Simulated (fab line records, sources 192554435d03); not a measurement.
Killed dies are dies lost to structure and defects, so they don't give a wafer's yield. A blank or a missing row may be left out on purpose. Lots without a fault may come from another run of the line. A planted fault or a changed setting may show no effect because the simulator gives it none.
Which tool did it? | flow n5_finfet | 23 lots, 69 wafers sampled, at 6 steps of a route of 1938

WHAT THE GAUGES READ, wafer by wafer
The record holds no reading of a measuring or inspecting step that can be judged against a usual standard deviation.

WHICH TOOL RAN EACH LOT (tool, then ch and the chambers of the sampled wafers, then the start)
lot  | N5_BEOL_M0_SAQP_ETCH_88            | N5_BEOL_M0_PRE_CLEAN_113     | N5_BEOL_M0_ANNEAL_117        | N5_BEOL_M0_SPUTTER_132       | N5_BEOL_M0_CMP_120            | N5_BEOL_M1_HM_DEP_02
L074 | rie_diel-04 ch 2,3, day 5 20:13    | pvd_sputter-02, day 6 00:04  | pvd_sputter-03, day 6 00:55  | pvd_sputter-03, day 6 00:58  | cmp-04 ch 0,1,3, day 6 01:44  | pvd_sputter-02, day 6 02:33
L075 | rie_diel-05 ch 0,2,3, day 6 01:38  | pvd_sputter-03, day 6 04:37  | pvd_sputter-02, day 6 05:11  | pvd_sputter-02, day 6 05:14  | cmp-03 ch 1,2,3, day 6 06:04  | pvd_sputter-02, day 6 08:54
L076 | rie_diel-01 ch 0,2, day 6 05:17    | pvd_sputter-01, day 6 09:26  | pvd_sputter-02, day 6 10:26  | pvd_sputter-02, day 6 10:29  | cmp-01 ch 0,1,2, day 6 12:23  | pvd_sputter-03, day 6 14:07
L077 | rie_diel-01 ch 0,1, day 6 10:25    | pvd_sputter-03, day 6 13:29  | pvd_sputter-01, day 6 15:58  | pvd_sputter-01, day 6 16:00  | cmp-03 ch 1,3, day 6 16:46    | pvd_sputter-02, day 6 18:15
L078 | rie_diel-05 ch 1,2,3, day 6 14:46  | pvd_sputter-01, day 6 19:14  | pvd_sputter-03, day 6 19:58  | pvd_sputter-03, day 6 20:00  | cmp-03 ch 0,3, day 6 21:56    | pvd_sputter-01, day 7 00:21
L079 | rie_diel-04 ch 0,1, day 6 21:52    | pvd_sputter-01, day 7 02:16  | pvd_sputter-02, day 7 02:55  | pvd_sputter-02, day 7 02:58  | cmp-01 ch 1,2, day 7 03:46    | pvd_sputter-01, day 7 05:28
L080 | rie_diel-01 ch 0,3, day 7 01:01    | pvd_sputter-01, day 7 05:41  | pvd_sputter-03, day 7 06:30  | pvd_sputter-03, day 7 06:32  | cmp-03 ch 0,2, day 7 07:21    | pvd_sputter-03, day 7 08:56
L081 | rie_diel-04 ch 1,2,3, day 7 06:43  | pvd_sputter-01, day 7 12:55  | pvd_sputter-02, day 7 13:32  | pvd_sputter-02, day 7 13:35  | cmp-03 ch 0,2,3, day 7 14:21  | pvd_sputter-03, day 7 16:44
L082 | rie_diel-04 ch 1,2, day 7 18:25    | pvd_sputter-01, day 8 07:29  | pvd_sputter-01, day 8 08:07  | pvd_sputter-01, day 8 08:09  | cmp-04 ch 0,1,3, day 8 09:13  | pvd_sputter-01, day 8 10:41
L083 | rie_diel-04 ch 0,1, day 7 23:29    | pvd_sputter-01, day 8 09:26  | pvd_sputter-01, day 8 10:02  | pvd_sputter-01, day 8 10:05  | cmp-03 ch 1,3, day 8 10:51    | pvd_sputter-01, day 8 11:47
L084 | rie_diel-04 ch 0,3, day 8 05:36    | pvd_sputter-01, day 8 10:55  | pvd_sputter-02, day 8 11:32  | pvd_sputter-02, day 8 11:35  | cmp-04 ch 0,3, day 8 12:20    | pvd_sputter-03, day 8 13:25
L085 | rie_diel-04 ch 0,3, day 8 08:25    | pvd_sputter-01, day 8 16:19  | pvd_sputter-02, day 8 16:57  | pvd_sputter-02, day 8 16:59  | cmp-04 ch 1,3, day 8 17:46    | pvd_sputter-03, day 8 19:14
L086 | rie_diel-04 ch 0,3, day 9 00:24    | pvd_sputter-02, day 9 05:10  | pvd_sputter-02, day 9 06:08  | pvd_sputter-02, day 9 06:11  | cmp-04 ch 0,1,3, day 9 06:58  | pvd_sputter-03, day 9 08:47
L087 | rie_diel-01 ch 0,1,3, day 9 03:23  | pvd_sputter-03, day 9 08:18  | pvd_sputter-03, day 9 08:58  | pvd_sputter-03, day 9 09:00  | cmp-04 ch 1,2,3, day 9 09:44  | pvd_sputter-01, day 9 10:56
L088 | rie_diel-01 ch 0,2,3, day 9 06:38  | pvd_sputter-03, day 9 09:26  | pvd_sputter-01, day 9 10:07  | pvd_sputter-01, day 9 10:09  | cmp-01 ch 1,2, day 9 10:53    | pvd_sputter-02, day 9 11:49
L090 | rie_diel-05 ch 1,3, day 9 20:01    | pvd_sputter-03, day 10 00:34 | pvd_sputter-03, day 10 01:22 | pvd_sputter-03, day 10 01:25 | cmp-03 ch 0,2,3, day 10 02:19 | pvd_sputter-02, day 10 05:05
L091 | rie_diel-05 ch 2,3, day 9 23:36    | pvd_sputter-03, day 10 02:31 | pvd_sputter-02, day 10 04:38 | pvd_sputter-02, day 10 04:41 | cmp-03 ch 0,1,3, day 10 05:27 | pvd_sputter-02, day 10 08:12
L092 | rie_diel-04 ch 0,2, day 10 07:23   | pvd_sputter-02, day 10 12:49 | pvd_sputter-01, day 10 13:56 | pvd_sputter-01, day 10 13:58 | cmp-04 ch 0,1,2, day 10 14:46 | pvd_sputter-02, day 10 15:53
L093 | rie_diel-05 ch 0,1,3, day 10 11:41 | pvd_sputter-02, day 10 15:26 | pvd_sputter-01, day 10 16:17 | pvd_sputter-01, day 10 16:20 | cmp-04 ch 2,3, day 10 17:04   | pvd_sputter-02, day 10 21:01
L094 | rie_diel-01 ch 1,2,3, day 10 13:52 | pvd_sputter-02, day 10 21:23 | pvd_sputter-02, day 10 22:05 | pvd_sputter-02, day 10 22:07 | cmp-04 ch 1,2, day 11 00:17   | pvd_sputter-02, day 11 01:55
L095 | rie_diel-01 ch 1,2,3, day 11 01:16 | pvd_sputter-03, day 11 05:40 | pvd_sputter-02, day 11 06:25 | pvd_sputter-02, day 11 06:27 | cmp-04 ch 0,1,3, day 11 07:13 | pvd_sputter-01, day 11 07:58
L096 | rie_diel-04 ch 0,1, day 11 05:50   | pvd_sputter-01, day 11 09:02 | pvd_sputter-03, day 11 10:02 | pvd_sputter-03, day 11 10:04 | cmp-01 ch 0,1,2, day 11 10:53 | pvd_sputter-03, day 11 14:01
L097 | rie_diel-01 ch 1,2,3, day 11 08:38 | pvd_sputter-01, day 11 14:26 | pvd_sputter-02, day 11 15:15 | pvd_sputter-02, day 11 15:17 | cmp-04 ch 0,3, day 11 16:13   | pvd_sputter-01, day 11 18:02
- N5_BEOL_M0_SAQP_ETCH_88: etches underlayer in N2/H2, target depth 6.5 nm, time 5.2 s.
- N5_BEOL_M0_PRE_CLEAN_113: time 30 s.
- N5_BEOL_M0_ANNEAL_117: time 60 s.
- N5_BEOL_M0_SPUTTER_132: material Cu, target thk 4 nm, time 7.37 s.
- N5_BEOL_M0_CMP_120: polishes, stops on SiOC, t overpolish 6.9 s.
- N5_BEOL_M1_HM_DEP_02: deposits TiN, target thk 20 nm.

WHAT THE TOOLS THEMSELVES READ (means of the sampled wafers that have a number; where no wafer has one, the mark that the record gives instead)
N5_BEOL_M0_SAQP_ETCH_88.
lot  | tool        | drypump_motor_current_A (A) | etch_rf_on_time_s (s) | oes_product_au (a.u.) | rf_vpp_V (V) | showerhead_plenum_p_Torr (Torr) | throttle_valve_pct (%)
L074 | rie_diel-04 | 6.0                         | 5.04                  | 0.64                  | 525.2        | 2.57                            | 17.77
L075 | rie_diel-05 | 5.5                         | 5.24                  | 0.69                  | 526.0        | 2.60                            | 17.55
L076 | rie_diel-01 | 5.7                         | 5.20                  | 0.65                  | 522.9        | 2.49                            | 17.78
L077 | rie_diel-01 | 5.7                         | 5.41                  | 0.68                  | 526.9        | 2.63                            | 17.85
L078 | rie_diel-05 | 5.7                         | 5.32                  | 0.72                  | 525.5        | 2.59                            | 17.52
L079 | rie_diel-04 | 5.1                         | 5.10                  | 0.65                  | 526.3        | 2.66                            | 17.71
L080 | rie_diel-01 | 5.8                         | 5.31                  | 0.59                  | 521.9        | 2.50                            | 17.79
L081 | rie_diel-04 | 5.7                         | 5.07                  | 0.65                  | 524.9        | 2.60                            | 17.67
L082 | rie_diel-04 | 5.3                         | 5.08                  | 0.62                  | 526.8        | 2.64                            | 17.85
L083 | rie_diel-04 | 5.3                         | 5.21                  | 0.64                  | 526.5        | 2.64                            | 17.71
L084 | rie_diel-04 | 5.6                         | 5.26                  | 0.65                  | 524.9        | 2.60                            | 17.55
L085 | rie_diel-04 | 5.6                         | 5.16                  | 0.65                  | 526.0        | 2.60                            | 17.55
L086 | rie_diel-04 | 5.9                         | 5.11                  | 0.68                  | 524.7        | 2.56                            | 17.38
L087 | rie_diel-01 | 5.8                         | 5.25                  | 0.70                  | 524.6        | 2.56                            | 17.75
L088 | rie_diel-01 | 5.9                         | 5.12                  | 0.71                  | 521.5        | 2.49                            | 17.76
L090 | rie_diel-05 | 5.7                         | 5.33                  | 0.73                  | 524.4        | 2.58                            | 17.49
L091 | rie_diel-05 | 5.8                         | 5.54                  | 0.74                  | 524.6        | 2.58                            | 17.20
L092 | rie_diel-04 | 5.8                         | 5.13                  | 0.74                  | 525.7        | 2.59                            | 17.75
L093 | rie_diel-05 | 5.5                         | 5.31                  | 0.69                  | 525.5        | 2.59                            | 17.52
L094 | rie_diel-01 | 5.9                         | 5.24                  | 0.74                  | 525.4        | 2.56                            | 17.80
L095 | rie_diel-01 | 5.9                         | 5.20                  | 0.73                  | 525.5        | 2.56                            | 17.82
L096 | rie_diel-04 | 5.1                         | 5.15                  | 0.62                  | 526.0        | 2.64                            | 17.77
L097 | rie_diel-01 | 5.9                         | 5.30                  | 0.72                  | 524.3        | 2.55                            | 17.81

N5_BEOL_M0_PRE_CLEAN_113.
lot  | tool           | heater_power_w (W) | susceptor_temp_C (C)
L074 | pvd_sputter-02 | 330                | 249.96
L075 | pvd_sputter-03 | 336                | 249.97
L076 | pvd_sputter-01 | 330                | 249.91
L077 | pvd_sputter-03 | 327                | 250.06
L078 | pvd_sputter-01 | 328                | 250.14
L079 | pvd_sputter-01 | 336                | 250.22
L080 | pvd_sputter-01 | 326                | 250.04
L081 | pvd_sputter-01 | 325                | 249.93
L082 | pvd_sputter-01 | 327                | 249.90
L083 | pvd_sputter-01 | 327                | 249.99
L084 | pvd_sputter-01 | 324                | 250.01
L085 | pvd_sputter-01 | 323                | 249.99
L086 | pvd_sputter-02 | 332                | 250.17
L087 | pvd_sputter-03 | 330                | 249.90
L088 | pvd_sputter-03 | 324                | 250.12
L090 | pvd_sputter-03 | 333                | 249.86
L091 | pvd_sputter-03 | 325                | 250.14
L092 | pvd_sputter-02 | 312                | 250.16
L093 | pvd_sputter-02 | 319                | 249.98
L094 | pvd_sputter-02 | 335                | 249.99
L095 | pvd_sputter-03 | 329                | 250.12
L096 | pvd_sputter-01 | 332                | 250.19
L097 | pvd_sputter-01 | 331                | 249.95

N5_BEOL_M0_ANNEAL_117.
lot  | tool           | heater_power_w (W) | susceptor_temp_C (C)
L074 | pvd_sputter-03 | 836                | 400.35
L075 | pvd_sputter-02 | 817                | 399.88
L076 | pvd_sputter-02 | 821                | 400.02
L077 | pvd_sputter-01 | 832                | 400.00
L078 | pvd_sputter-03 | 831                | 400.13
L079 | pvd_sputter-02 | 873                | 399.94
L080 | pvd_sputter-03 | 834                | 400.11
L081 | pvd_sputter-02 | 815                | 400.18
L082 | pvd_sputter-01 | 837                | 400.07
L083 | pvd_sputter-01 | 834                | 399.75
L084 | pvd_sputter-02 | 791                | 399.92
L085 | pvd_sputter-02 | 831                | 399.92
L086 | pvd_sputter-02 | 836                | 399.78
L087 | pvd_sputter-03 | 853                | 399.99
L088 | pvd_sputter-01 | 827                | 400.10
L090 | pvd_sputter-03 | 824                | 399.91
L091 | pvd_sputter-02 | 776                | 399.84
L092 | pvd_sputter-01 | 800                | 399.75
L093 | pvd_sputter-01 | 809                | 399.88
L094 | pvd_sputter-02 | 811                | 400.19
L095 | pvd_sputter-02 | 817                | 399.72
L096 | pvd_sputter-03 | 860                | 399.90
L097 | pvd_sputter-02 | 838                | 400.09

N5_BEOL_M0_SPUTTER_132.
lot  | tool           | chamber_pressure_pa (Pa) | substrate_temp_c (C) | susceptor_temp_C (C) | throttle_valve_pct (%)
L074 | pvd_sputter-03 | 0.07005                  | -20.04               | -20.03               | 29.9
L075 | pvd_sputter-02 | 0.06998                  | -19.94               | -19.93               | 29.8
L076 | pvd_sputter-02 | 0.06996                  | -19.94               | -20.01               | 29.4
L077 | pvd_sputter-01 | 0.06999                  | -19.92               | -20.05               | 29.5
L078 | pvd_sputter-03 | 0.06995                  | -20.00               | -20.10               | 30.3
L079 | pvd_sputter-02 | 0.06999                  | -20.05               | -19.81               | 29.1
L080 | pvd_sputter-03 | 0.06992                  | -20.06               | -20.03               | 30.2
L081 | pvd_sputter-02 | 0.06999                  | -20.06               | -19.99               | 29.7
L082 | pvd_sputter-01 | 0.06987                  | -20.04               | -19.99               | 29.5
L083 | pvd_sputter-01 | 0.07009                  | -19.98               | -20.03               | 29.1
L084 | pvd_sputter-02 | 0.06989                  | -19.95               | -19.99               | 29.9
L085 | pvd_sputter-02 | 0.06994                  | -20.05               | -20.03               | 30.0
L086 | pvd_sputter-02 | 0.07002                  | -19.91               | -20.03               | 29.5
L087 | pvd_sputter-03 | 0.06995                  | -19.92               | -20.00               | 30.5
L088 | pvd_sputter-01 | 0.07012                  | -19.96               | -19.99               | 29.0
L090 | pvd_sputter-03 | 0.06998                  | -19.98               | -20.03               | 30.0
L091 | pvd_sputter-02 | 0.06987                  | -19.78               | -19.97               | 29.6
L092 | pvd_sputter-01 | 0.06982                  | -20.02               | -20.03               | 29.2
L093 | pvd_sputter-01 | 0.06999                  | -19.85               | -20.06               | 29.4
L094 | pvd_sputter-02 | 0.07004                  | -20.06               | -19.97               | 29.2
L095 | pvd_sputter-02 | 0.06992                  | -20.05               | -19.91               | 30.0
L096 | pvd_sputter-03 | 0.06998                  | -20.06               | -20.02               | 30.7
L097 | pvd_sputter-02 | 0.06999                  | -20.05               | -19.96               | 29.9

N5_BEOL_M0_CMP_120.
lot  | tool   | barrier_field_endpoint_s (s) | motor_current_A (A) | overpolish_run_s (s) | slurry_filter_dp_kPa (kPa) | time_to_endpoint_s (s)
L074 | cmp-04 | 3.65                         | 5.9                 | 6.900                | 13.46                      | 63
L075 | cmp-03 | 3.56                         | 6.2                 | 6.895                | 13.45                      | 60
L076 | cmp-01 | 3.65                         | 6.5                 | 6.898                | 13.40                      | 63
L077 | cmp-03 | 3.63                         | 6.0                 | 6.902                | 13.50                      | 62
L078 | cmp-03 | 3.69                         | 6.5                 | 6.909                | 13.54                      | 61
L079 | cmp-01 | 3.37                         | 6.9                 | 6.893                | 13.50                      | 61
L080 | cmp-03 | 3.28                         | 5.8                 | 6.904                | 13.50                      | 57
L081 | cmp-03 | 3.68                         | 6.3                 | 6.898                | 13.51                      | 57
L082 | cmp-04 | 3.46                         | 6.0                 | 6.895                | 13.54                      | 61
L083 | cmp-03 | 3.56                         | 6.0                 | 6.901                | 13.52                      | 61
L084 | cmp-04 | 3.61                         | 5.9                 | 6.893                | 13.40                      | 58
L085 | cmp-04 | 3.54                         | 5.1                 | 6.903                | 13.56                      | 57
L086 | cmp-04 | 3.52                         | 5.9                 | 6.902                | 13.51                      | 61
L087 | cmp-04 | 3.61                         | 5.8                 | 6.894                | 13.63                      | 60
L088 | cmp-01 | 3.54                         | 6.6                 | 6.906                | 13.48                      | 69
L090 | cmp-03 | 3.52                         | 6.3                 | 6.898                | 13.33                      | 56
L091 | cmp-03 | 3.39                         | 5.9                 | 6.911                | 13.46                      | 58
L092 | cmp-04 | 3.50                         | 6.1                 | 6.906                | 13.59                      | 62
L093 | cmp-04 | 3.71                         | 6.2                 | 6.900                | 13.53                      | 64
L094 | cmp-04 | 3.55                         | 5.6                 | 6.901                | 13.53                      | 65
L095 | cmp-04 | 3.78                         | 5.7                 | 6.904                | 13.41                      | 66
L096 | cmp-01 | 3.53                         | 6.8                 | 6.900                | 13.50                      | 65
L097 | cmp-04 | 3.64                         | 6.0                 | 6.891                | 13.49                      | 67

N5_BEOL_M1_HM_DEP_02.
lot  | tool           | chamber_pressure_pa (Pa) | substrate_temp_c (C) | susceptor_temp_C (C) | throttle_valve_pct (%)
L074 | pvd_sputter-02 | 0.4988                   | 24.98                | 25.00                | 29.9
L075 | pvd_sputter-02 | 0.4999                   | 24.98                | 25.07                | 29.7
L076 | pvd_sputter-03 | 0.4996                   | 25.01                | 24.94                | 30.4
L077 | pvd_sputter-02 | 0.4996                   | 25.05                | 25.04                | 29.2
L078 | pvd_sputter-01 | 0.4990                   | 25.02                | 24.96                | 29.1
L079 | pvd_sputter-01 | 0.5003                   | 24.88                | 25.01                | 29.1
L080 | pvd_sputter-03 | 0.5009                   | 25.00                | 25.05                | 30.5
L081 | pvd_sputter-03 | 0.5008                   | 24.93                | 25.04                | 30.7
L082 | pvd_sputter-01 | 0.4995                   | 24.99                | 25.01                | 29.1
L083 | pvd_sputter-01 | 0.5008                   | 25.13                | 25.04                | 29.3
L084 | pvd_sputter-03 | 0.4995                   | 24.99                | 24.89                | 30.7
L085 | pvd_sputter-03 | 0.5002                   | 25.04                | 25.03                | 29.6
L086 | pvd_sputter-03 | 0.5005                   | 25.04                | 25.02                | 30.3
L087 | pvd_sputter-01 | 0.5008                   | 24.94                | 25.02                | 29.1
L088 | pvd_sputter-02 | 0.5000                   | 24.99                | 24.99                | 29.5
L090 | pvd_sputter-02 | 0.4998                   | 25.05                | 25.02                | 29.8
L091 | pvd_sputter-02 | 0.5001                   | 24.91                | 25.03                | 29.8
L092 | pvd_sputter-02 | 0.5003                   | 25.10                | 25.00                | 29.6
L093 | pvd_sputter-02 | 0.4995                   | 25.03                | 25.01                | 29.8
L094 | pvd_sputter-02 | 0.5006                   | 24.96                | 24.97                | 29.3
L095 | pvd_sputter-01 | 0.5001                   | 24.97                | 25.05                | 29.0
L096 | pvd_sputter-03 | 0.5004                   | 25.10                | 24.98                | 30.2
L097 | pvd_sputter-01 | 0.4988                   | 24.95                | 25.01                | 29.1

THE ANSWER, worked out from the rows above alone
Rule: what is usual is taken from the lots themselves. Put in order of their means at a reading, lots are off if they are a third of the lots or fewer, leave a main group of 4 or more, and stand apart from it by a gap of 3 or more times the standard deviation of the main group's means; of several such gaps the widest counts. A main group whose means are all the same, to the digits that the tables above print for the reading, isn't used. A lot without any number at a reading at which 4 lots or more have one is off too. The other lots that the step has rows for count as sound. The gauges are gone through in route order, then the tools' own readings, and for those a lot's mean is taken as printed above. The first step at which some lot is off is used, and at that step the reading that is off furthest; a lot without a number counts as furthest.
No lot is off at any reading shown: from this, nothing can be told.

WHAT THE SIMULATOR HAD PUT IN
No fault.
